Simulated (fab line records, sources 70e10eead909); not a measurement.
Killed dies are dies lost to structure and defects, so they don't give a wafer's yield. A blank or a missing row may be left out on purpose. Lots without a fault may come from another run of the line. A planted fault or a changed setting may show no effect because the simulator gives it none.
Chamber matching | flow nand_harc | NHARC_A_CHANNEL_FILL_D2_ALD_25 on ald_hk-04: 4 sister chambers
The step deposits SiOx, target thk 60 nm, pulse time 10 s, ald cycles 600. 16 wafers are shown with their chamber, then 8 later ones without.

WAFERS WITH THEIR CHAMBER
wafer  | chamber | heater_power_w (W) | precursor_pulse_height_rel
L075.2 | 1       | 507                | 1.007
L075.3 | 2       | 655                | 1.015
L075.5 | 2       | 662                | 0.977
L077.4 | 3       | 464                | 0.978
L077.3 | 2       | 642                | 0.995
L077.5 | 0       | 480                | 1.017
L080.2 | 2       | 670                | 1.021
L080.4 | 1       | 518                | 0.991
L080.6 | 2       | 654                | 1.020
L085.1 | 3       | 450                | 0.992
L085.3 | 0       | 469                | 1.029
L085.6 | 0       | 457                | 0.979
L089.1 | 2       | 637                | 0.994
L089.2 | 3       | 435                | 1.005
L089.3 | 1       | 512                | 0.958
L092.1 | 1       | 520                | 0.993

SIGNATURES (means of the wafers above)
reading                    | chamber 0 | chamber 1 | chamber 2 | chamber 3 | scatter within a chamber
heater_power_w             | 468.67    | 514.25    | 653.33    | 449.67    | 11.3
precursor_pulse_height_rel | 1.00833   | 0.98725   | 1.00367   | 0.99167   | 0.0196
Rule: a wafer's distance from a chamber is the root of the sum, over the readings, of the square of ((its reading less the chamber's mean) divided by the reading's scatter). The wafer belongs to the nearest chamber; if the next one is less than 2 further off, it can't be placed. The scatter: the root of (the sum of the squares of (reading less its chamber's mean) over the shown wafers, divided by (wafers less chambers)).

WAFERS WITHOUT THEIR CHAMBER
wafer  | heater_power_w (W) | precursor_pulse_height_rel
L092.5 | 523                | 1.030
L092.6 | 634                | 1.013
L094.1 | 637                | 1.001
L094.2 | 527                | 0.998
L094.5 | 466                | 0.953
L096.3 | 640                | 0.996
L096.5 | 522                | 1.004
L096.6 | 634                | 0.994

WHICH CHAMBER EACH WENT THROUGH
wafer  | from the rows above     | in truth
L092.5 | 1                       | 1
L092.6 | 2                       | 2
L094.1 | 2                       | 2
L094.2 | 1                       | 1
L094.5 | can't be placed: 3 or 0 | 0
L096.3 | 2                       | 2
L096.5 | 1                       | 1
L096.6 | 2                       | 2
Placed correctly: 7 of 8. Can't be placed from these rows: 1 (the true chamber is among the candidates in 1). Placed wrongly: 0.
